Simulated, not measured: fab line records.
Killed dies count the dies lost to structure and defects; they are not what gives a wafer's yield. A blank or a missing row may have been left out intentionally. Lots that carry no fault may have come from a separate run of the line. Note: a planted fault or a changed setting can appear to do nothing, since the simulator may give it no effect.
Which tool was responsible? | flow nandHarc | 12 lots, 36 wafers sampled, at 4 steps of a route of 1159

## WHAT THE GAUGES READ, wafer by wafer
NHARC_A_SOURCE_PLATE_THK_MEAS_09: measures by ellipsometry.
lot  | measured     | on           | thkNm (nm)
L075 | day 7 10:34  | filmMetro-01 | 9.7 8.4 11.1
L077 | day 7 10:35  | filmMetro-01 | 9.7 8.9 9.2
L079 | day 8 03:28  | filmMetro-02 | 11.2 10.0 8.7
L082 | day 8 16:30  | filmMetro-01 | 8.8 10.3 8.8
L084 | day 9 06:32  | filmMetro-01 | 9.4 9.0 10.6
L085 | day 10 05:07 | filmMetro-02 | 10.5 10.1 9.3
L086 | day 10 05:06 | filmMetro-02 | 8.0 9.0 11.5
L090 | day 11 04:07 | filmMetro-01 | 10.0 10.6 8.8
L091 | day 11 11:25 | filmMetro-02 | 9.5 11.9 10.5
L094 | day 11 18:37 | filmMetro-02 | 10.4 10.3 9.9
L095 | day 12 04:43 | filmMetro-01 | 9.4 9.7 11.7
L097 | day 12 23:01 | filmMetro-01 | 10.8 8.3 9.9

## WHICH TOOL RAN EACH LOT (tool, then ch and the chambers of the sampled wafers, then the start)
lot  | NHARC_P_CONTACT_ETCH_18                      | NHARC_P_CONTACT_DEGAS_38    | NHARC_P_M1_PRE_CLEAN_30
L075 | rieDiel-08 ch 1,2, day 5 23:42 or earlier    | pvdSputter-02, day 5 23:42  | pvdSputter-01, day 7 00:19 or earlier
L077 | rieDiel-06 ch 0,2, day 6 08:11 or earlier    | pvdSputter-02, day 6 08:11  | pvdSputter-02, day 7 03:45 or earlier
L079 | rieDiel-08 ch 1,2, day 6 22:26 or earlier    | pvdSputter-01, day 6 22:26  | pvdSputter-01, day 7 16:48 or earlier
L082 | rieDiel-08 ch 0,1,2, day 7 09:38 or earlier  | pvdSputter-03, day 7 09:38  | pvdSputter-03, day 8 07:53 or earlier
L084 | rieDiel-06 ch 0,3, day 7 22:26 or earlier    | pvdSputter-02, day 7 22:26  | pvdSputter-02, day 8 16:47 or earlier
L085 | rieDiel-08 ch 2,3, day 8 23:37 or earlier    | pvdSputter-01, day 8 23:37  | pvdSputter-01, day 9 19:25 or earlier
L086 | rieDiel-06 ch 0,2,3, day 9 01:55 or earlier  | pvdSputter-03, day 9 01:55  | pvdSputter-03, day 9 21:08 or earlier
L090 | rieDiel-08 ch 0,1,3, day 9 12:36 or earlier  | pvdSputter-01, day 9 12:36  | pvdSputter-01, day 10 18:37 or earlier
L091 | rieDiel-06 ch 0,2,3, day 9 22:22 or earlier  | pvdSputter-01, day 9 22:22  | pvdSputter-01, day 10 23:25 or earlier
L094 | rieDiel-06 ch 0,3, day 10 14:44 or earlier   | pvdSputter-01, day 10 14:44 | pvdSputter-01, day 11 09:07 or earlier
L095 | rieDiel-06 ch 0,1,3, day 10 23:52 or earlier | pvdSputter-03, day 10 23:52 | pvdSputter-03, day 11 18:50 or earlier
L097 | rieDiel-06 ch 1,3, day 11 19:09 or earlier   | pvdSputter-01, day 11 19:09 | pvdSputter-03, day 12 14:26 or earlier
- NHARC_P_CONTACT_ETCH_18: etches the open film in C4F8/O2/Ar, target depth 481 nm, time 240.5 s.
- NHARC_P_CONTACT_DEGAS_38: time 60 s.
- NHARC_P_M1_PRE_CLEAN_30: time 30 s.

## THE ANSWER, worked out from the rows above alone
Rule: the lots themselves supply what counts as usual. The widest of any qualifying gaps counts: lots, ordered by their means at a reading, are off when they make up no more than a third of the lots, leave a main group of 4 or more, and stand apart from it by 3 or more times the standard deviation of that group's means. Not used: any main group whose means are identical at the precision the tables above print for the reading. Also off: a lot with no number at a reading for which 4 or more lots have one. All remaining lots with rows at the step are treated as sound.
No lot is off at any reading shown: from this, nothing can be told.

## WHAT THE SIMULATOR HAD INSERTED
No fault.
